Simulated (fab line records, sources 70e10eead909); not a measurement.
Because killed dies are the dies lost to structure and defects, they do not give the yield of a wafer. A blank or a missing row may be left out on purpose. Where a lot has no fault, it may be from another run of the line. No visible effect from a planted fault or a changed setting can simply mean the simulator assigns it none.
Which of the tools did it? / flow nand_harc / 45 wafers from 15 lots sampled at 4 of the route's 1302 steps

## WHAT THE GAUGES READ, wafer by wafer
No reading from a measuring or inspecting step in the record can be judged against a usual standard deviation.

## WHAT TOOL EACH LOT RAN ON (gives the tool, then ch and the chambers of the sampled wafers, and finally the start)
lot=L821; NHARC_P_M1_STRIP_18=rie_diel-04 ch 0,1, day 6 05:12; NHARC_P_M1_PVD_21=pvd_sputter-01, day 6 08:43 or earlier; NHARC_P_M2_PEB_07=litho_track-04 ch 0, day 6 08:43; NHARC_P_M2_DEGAS_29=pvd_sputter-01, day 6 10:01
lot=L822; NHARC_P_M1_STRIP_18=rie_diel-03 ch 0,1,3, day 6 16:13; NHARC_P_M1_PVD_21=pvd_sputter-02, day 6 19:40 or earlier; NHARC_P_M2_PEB_07=litho_track-04 ch 0, day 6 19:40; NHARC_P_M2_DEGAS_29=pvd_sputter-01, day 6 20:58
lot=L823; NHARC_P_M1_STRIP_18=rie_diel-03 ch 0,2,3, day 7 01:05; NHARC_P_M1_PVD_21=pvd_sputter-03, day 7 04:36 or earlier; NHARC_P_M2_PEB_07=litho_track-04 ch 0, day 7 04:36; NHARC_P_M2_DEGAS_29=pvd_sputter-01, day 7 05:55
lot=L824; NHARC_P_M1_STRIP_18=rie_diel-03 ch 0,1,3, day 7 17:10; NHARC_P_M1_PVD_21=pvd_sputter-03, day 7 20:53 or earlier; NHARC_P_M2_PEB_07=litho_track-06 ch 0, day 7 20:53; NHARC_P_M2_DEGAS_29=pvd_sputter-02, day 7 22:14
lot=L825; NHARC_P_M1_STRIP_18=rie_diel-11 ch 2,3, day 7 21:06; NHARC_P_M1_PVD_21=pvd_sputter-03, day 8 00:36 or earlier; NHARC_P_M2_PEB_07=litho_track-04 ch 0, day 8 00:36; NHARC_P_M2_DEGAS_29=pvd_sputter-02, day 8 01:53
lot=L827; NHARC_P_M1_STRIP_18=rie_diel-03 ch 0,1, day 9 00:43; NHARC_P_M1_PVD_21=pvd_sputter-03, day 9 04:19 or earlier; NHARC_P_M2_PEB_07=litho_track-04 ch 0, day 9 04:19; NHARC_P_M2_DEGAS_29=pvd_sputter-02, day 9 05:35
lot=L828; NHARC_P_M1_STRIP_18=rie_diel-11 ch 0,1,3, day 9 06:41; NHARC_P_M1_PVD_21=pvd_sputter-01, day 9 10:10 or earlier; NHARC_P_M2_PEB_07=litho_track-01 ch 0, day 9 10:10; NHARC_P_M2_DEGAS_29=pvd_sputter-03, day 9 11:28
lot=L829; NHARC_P_M1_STRIP_18=rie_diel-11 ch 2,3, day 9 15:03; NHARC_P_M1_PVD_21=pvd_sputter-01, day 9 18:34 or earlier; NHARC_P_M2_PEB_07=litho_track-06 ch 0, day 9 18:34; NHARC_P_M2_DEGAS_29=pvd_sputter-02, day 9 19:52
lot=L831; NHARC_P_M1_STRIP_18=rie_diel-04 ch 0,1,2, day 10 10:54; NHARC_P_M1_PVD_21=pvd_sputter-02, day 10 14:23 or earlier; NHARC_P_M2_PEB_07=litho_track-06 ch 0, day 10 14:23; NHARC_P_M2_DEGAS_29=pvd_sputter-03, day 10 15:43
lot=L833; NHARC_P_M1_STRIP_18=rie_diel-03 ch 1,2, day 11 03:37; NHARC_P_M1_PVD_21=pvd_sputter-03, day 11 07:01 or earlier; NHARC_P_M2_PEB_07=litho_track-06 ch 0, day 11 07:01; NHARC_P_M2_DEGAS_29=pvd_sputter-03, day 11 08:19
lot=L834; NHARC_P_M1_STRIP_18=rie_diel-11 ch 0,2,3, day 11 10:53; NHARC_P_M1_PVD_21=pvd_sputter-02, day 11 14:17 or earlier; NHARC_P_M2_PEB_07=litho_track-06 ch 0, day 11 14:17; NHARC_P_M2_DEGAS_29=pvd_sputter-02, day 11 15:37
lot=L837; NHARC_P_M1_STRIP_18=rie_diel-03 ch 1,2,3, day 13 14:29; NHARC_P_M1_PVD_21=pvd_sputter-01, day 13 18:00 or earlier; NHARC_P_M2_PEB_07=litho_track-04, day 13 18:00; NHARC_P_M2_DEGAS_29=pvd_sputter-03, day 13 19:21
lot=L840; NHARC_P_M1_STRIP_18=rie_diel-03 ch 0,2, day 14 02:17; NHARC_P_M1_PVD_21=pvd_sputter-01, day 14 06:13 or earlier; NHARC_P_M2_PEB_07=litho_track-04, day 14 06:13; NHARC_P_M2_DEGAS_29=pvd_sputter-02, day 14 07:34
lot=L839; NHARC_P_M1_STRIP_18=rie_diel-03 ch 0,2,3, day 14 03:15; NHARC_P_M1_PVD_21=pvd_sputter-03, day 14 06:50 or earlier; NHARC_P_M2_PEB_07=litho_track-04, day 14 06:50; NHARC_P_M2_DEGAS_29=pvd_sputter-03, day 14 08:07
lot=L842; NHARC_P_M1_STRIP_18=rie_diel-03 ch 0,3, day 15 07:01; NHARC_P_M1_PVD_21=pvd_sputter-01, day 15 10:31 or earlier; NHARC_P_M2_PEB_07=litho_track-06 ch 0, day 15 10:31; NHARC_P_M2_DEGAS_29=pvd_sputter-03, day 15 11:47
- NHARC_P_M1_STRIP_18: strips in N2/H2.
- NHARC_P_M1_PVD_21: deposits Cu, target thk 30 nm, time 20.49 s.
- NHARC_P_M2_PEB_07: peb time 65 s.
- NHARC_P_M2_DEGAS_29: time 60 s.

## WHAT THE TOOLS THEMSELVES READ (means of the sampled wafers that have a number; where no wafer has one, the mark that the record gives instead)
NHARC_P_M1_STRIP_18.
lot=L821; tool=rie_diel-04; drypump_motor_current_A (A)=5.8; oes_product_au (a.u.)=1.008; rf_vpp_V (V)=90.5; showerhead_plenum_p_Torr (Torr)=2.09; throttle_valve_pct (%)=14.171
lot=L822; tool=rie_diel-03; drypump_motor_current_A (A)=5.9; oes_product_au (a.u.)=0.995; rf_vpp_V (V)=89.7; showerhead_plenum_p_Torr (Torr)=2.00; throttle_valve_pct (%)=14.162
lot=L823; tool=rie_diel-03; drypump_motor_current_A (A)=5.6; oes_product_au (a.u.)=1.001; rf_vpp_V (V)=90.5; showerhead_plenum_p_Torr (Torr)=1.95; throttle_valve_pct (%)=14.182
lot=L824; tool=rie_diel-03; drypump_motor_current_A (A)=5.8; oes_product_au (a.u.)=0.985; rf_vpp_V (V)=90.6; showerhead_plenum_p_Torr (Torr)=2.00; throttle_valve_pct (%)=14.180
lot=L825; tool=rie_diel-11; drypump_motor_current_A (A)=6.1; oes_product_au (a.u.)=1.004; rf_vpp_V (V)=90.5; showerhead_plenum_p_Torr (Torr)=2.06; throttle_valve_pct (%)=14.174
lot=L827; tool=rie_diel-03; drypump_motor_current_A (A)=5.7; oes_product_au (a.u.)=0.993; rf_vpp_V (V)=89.9; showerhead_plenum_p_Torr (Torr)=2.00; throttle_valve_pct (%)=14.171
lot=L828; tool=rie_diel-11; drypump_motor_current_A (A)=5.6; oes_product_au (a.u.)=1.009; rf_vpp_V (V)=91.2; showerhead_plenum_p_Torr (Torr)=2.02; throttle_valve_pct (%)=14.175
lot=L829; tool=rie_diel-11; drypump_motor_current_A (A)=6.1; oes_product_au (a.u.)=0.997; rf_vpp_V (V)=90.1; showerhead_plenum_p_Torr (Torr)=2.06; throttle_valve_pct (%)=14.172
lot=L831; tool=rie_diel-04; drypump_motor_current_A (A)=5.9; oes_product_au (a.u.)=1.004; rf_vpp_V (V)=90.5; showerhead_plenum_p_Torr (Torr)=2.12; throttle_valve_pct (%)=14.179
lot=L833; tool=rie_diel-03; drypump_motor_current_A (A)=5.5; oes_product_au (a.u.)=0.997; rf_vpp_V (V)=91.1; showerhead_plenum_p_Torr (Torr)=2.08; throttle_valve_pct (%)=14.171
lot=L834; tool=rie_diel-11; drypump_motor_current_A (A)=5.8; oes_product_au (a.u.)=1.007; rf_vpp_V (V)=90.6; showerhead_plenum_p_Torr (Torr)=2.01; throttle_valve_pct (%)=14.167
lot=L837; tool=rie_diel-03; drypump_motor_current_A (A)=5.6; oes_product_au (a.u.)=0.994; rf_vpp_V (V)=90.9; showerhead_plenum_p_Torr (Torr)=2.01; throttle_valve_pct (%)=14.171
lot=L840; tool=rie_diel-03; drypump_motor_current_A (A)=5.3; oes_product_au (a.u.)=1.003; rf_vpp_V (V)=90.1; showerhead_plenum_p_Torr (Torr)=1.97; throttle_valve_pct (%)=14.177
lot=L839; tool=rie_diel-03; drypump_motor_current_A (A)=5.6; oes_product_au (a.u.)=1.001; rf_vpp_V (V)=90.2; showerhead_plenum_p_Torr (Torr)=1.95; throttle_valve_pct (%)=14.173
lot=L842; tool=rie_diel-03; drypump_motor_current_A (A)=6.0; oes_product_au (a.u.)=0.996; rf_vpp_V (V)=90.2; showerhead_plenum_p_Torr (Torr)=1.92; throttle_valve_pct (%)=14.172

NHARC_P_M1_PVD_21.
lot=L821; tool=pvd_sputter-01; throttle_valve_pct (%)=29.8
lot=L822; tool=pvd_sputter-02; throttle_valve_pct (%)=30.3
lot=L823; tool=pvd_sputter-03; throttle_valve_pct (%)=29.5
lot=L824; tool=pvd_sputter-03; throttle_valve_pct (%)=30.7
lot=L825; tool=pvd_sputter-03; throttle_valve_pct (%)=30.3
lot=L827; tool=pvd_sputter-03; throttle_valve_pct (%)=29.4
lot=L828; tool=pvd_sputter-01; throttle_valve_pct (%)=30.2
lot=L829; tool=pvd_sputter-01; throttle_valve_pct (%)=29.7
lot=L831; tool=pvd_sputter-02; throttle_valve_pct (%)=29.4
lot=L833; tool=pvd_sputter-03; throttle_valve_pct (%)=30.9
lot=L834; tool=pvd_sputter-02; throttle_valve_pct (%)=29.5
lot=L837; tool=pvd_sputter-01; throttle_valve_pct (%)=29.5
lot=L840; tool=pvd_sputter-01; throttle_valve_pct (%)=30.9
lot=L839; tool=pvd_sputter-03; throttle_valve_pct (%)=29.9
lot=L842; tool=pvd_sputter-01; throttle_valve_pct (%)=30.3

NHARC_P_M2_PEB_07.
lot=L821; tool=litho_track-04; chill_plate_temp_C (C)=22.94; exhaust_pa (Pa)=44.5; plate_temp_C (C)=99.92
lot=L822; tool=litho_track-04; chill_plate_temp_C (C)=23.03; exhaust_pa (Pa)=45.0; plate_temp_C (C)=100.14
lot=L823; tool=litho_track-04; chill_plate_temp_C (C)=23.07; exhaust_pa (Pa)=44.1; plate_temp_C (C)=99.97
lot=L824; tool=litho_track-06; chill_plate_temp_C (C)=23.01; exhaust_pa (Pa)=45.0; plate_temp_C (C)=100.02
lot=L825; tool=litho_track-04; chill_plate_temp_C (C)=23.04; exhaust_pa (Pa)=43.9; plate_temp_C (C)=99.98
lot=L827; tool=litho_track-04; chill_plate_temp_C (C)=22.88; exhaust_pa (Pa)=45.4; plate_temp_C (C)=100.09
lot=L828; tool=litho_track-01; chill_plate_temp_C (C)=22.97; exhaust_pa (Pa)=43.6; plate_temp_C (C)=100.19
lot=L829; tool=litho_track-06; chill_plate_temp_C (C)=22.98; exhaust_pa (Pa)=45.4; plate_temp_C (C)=100.17
lot=L831; tool=litho_track-06; chill_plate_temp_C (C)=22.90; exhaust_pa (Pa)=46.5; plate_temp_C (C)=99.85
lot=L833; tool=litho_track-06; chill_plate_temp_C (C)=22.83; exhaust_pa (Pa)=44.8; plate_temp_C (C)=100.13
lot=L834; tool=litho_track-06; chill_plate_temp_C (C)=22.87; exhaust_pa (Pa)=43.8; plate_temp_C (C)=99.99
lot=L837; tool=litho_track-04; chill_plate_temp_C (C)=-; exhaust_pa (Pa)=-; plate_temp_C (C)=-
lot=L840; tool=litho_track-04; chill_plate_temp_C (C)=-; exhaust_pa (Pa)=-; plate_temp_C (C)=-
lot=L839; tool=litho_track-04; chill_plate_temp_C (C)=-; exhaust_pa (Pa)=-; plate_temp_C (C)=-
lot=L842; tool=litho_track-06; chill_plate_temp_C (C)=23.04; exhaust_pa (Pa)=45.6; plate_temp_C (C)=99.79

NHARC_P_M2_DEGAS_29.
lot=L821; tool=pvd_sputter-01; heater_power_w (W)=355
lot=L822; tool=pvd_sputter-01; heater_power_w (W)=357
lot=L823; tool=pvd_sputter-01; heater_power_w (W)=307
lot=L824; tool=pvd_sputter-02; heater_power_w (W)=344
lot=L825; tool=pvd_sputter-02; heater_power_w (W)=370
lot=L827; tool=pvd_sputter-02; heater_power_w (W)=365
lot=L828; tool=pvd_sputter-03; heater_power_w (W)=321
lot=L829; tool=pvd_sputter-02; heater_power_w (W)=381
lot=L831; tool=pvd_sputter-03; heater_power_w (W)=345
lot=L833; tool=pvd_sputter-03; heater_power_w (W)=325
lot=L834; tool=pvd_sputter-02; heater_power_w (W)=363
lot=L837; tool=pvd_sputter-03; heater_power_w (W)=347
lot=L840; tool=pvd_sputter-02; heater_power_w (W)=334
lot=L839; tool=pvd_sputter-03; heater_power_w (W)=357
lot=L842; tool=pvd_sputter-03; heater_power_w (W)=336

## THE ANSWER, worked out from the rows above alone
Rule: the usual values come from the lots themselves. The widest of any qualifying gaps counts: lots, ordered by their means at a reading, are off when they make up no more than a third of the lots, leave a main group of 4 or more, and stand apart from it by 3 or more times the standard deviation of that group's means. A main group is skipped when, at the precision printed for the reading in the tables above, its means are all equal. A lot without any number at a reading at which 4 lots or more have one is off too. The other lots that the step has rows for count as sound. First the gauges in route order, then the tools' own readings, where a lot's mean is used as printed above. The first step at which some lot is off is used, and at that step the reading that is off furthest; a lot without a number counts as furthest.
Off, at NHARC_P_M2_PEB_07 on chill_plate_temp_C: L837, L840, L839. Without a number there: L837, L840, L839. The main group: mean 22.96 C, standard deviation 0.075.
If a tool, at that step or one of the process steps before it, ran each lot that is off and ran no sound lot following the first of them, it fits. Because NHARC_P_M1_PVD_21 lacks a start for some lots, the hours and order of its lots are taken from NHARC_P_M2_PEB_07. One fits: litho_track-04 at NHARC_P_M2_PEB_07. A fault onset in the window from L827 (day 9 04:19, its last sound lot) to L837 (day 13 18:00, its first lot off) fits.
Blank at NHARC_P_M2_PEB_07 on the lots that are off, where sound lots have numbers: chill_plate_temp_C, exhaust_pa, plate_temp_C.

## WHAT WAS PUT IN BY THE SIMULATOR
Beginning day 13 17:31, the whole step at NHARC_P_M2_PEB_07 was skipped on litho_track-04. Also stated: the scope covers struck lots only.
Shown lots that were struck: L837, L840, L839. The rule above reached the same finding.
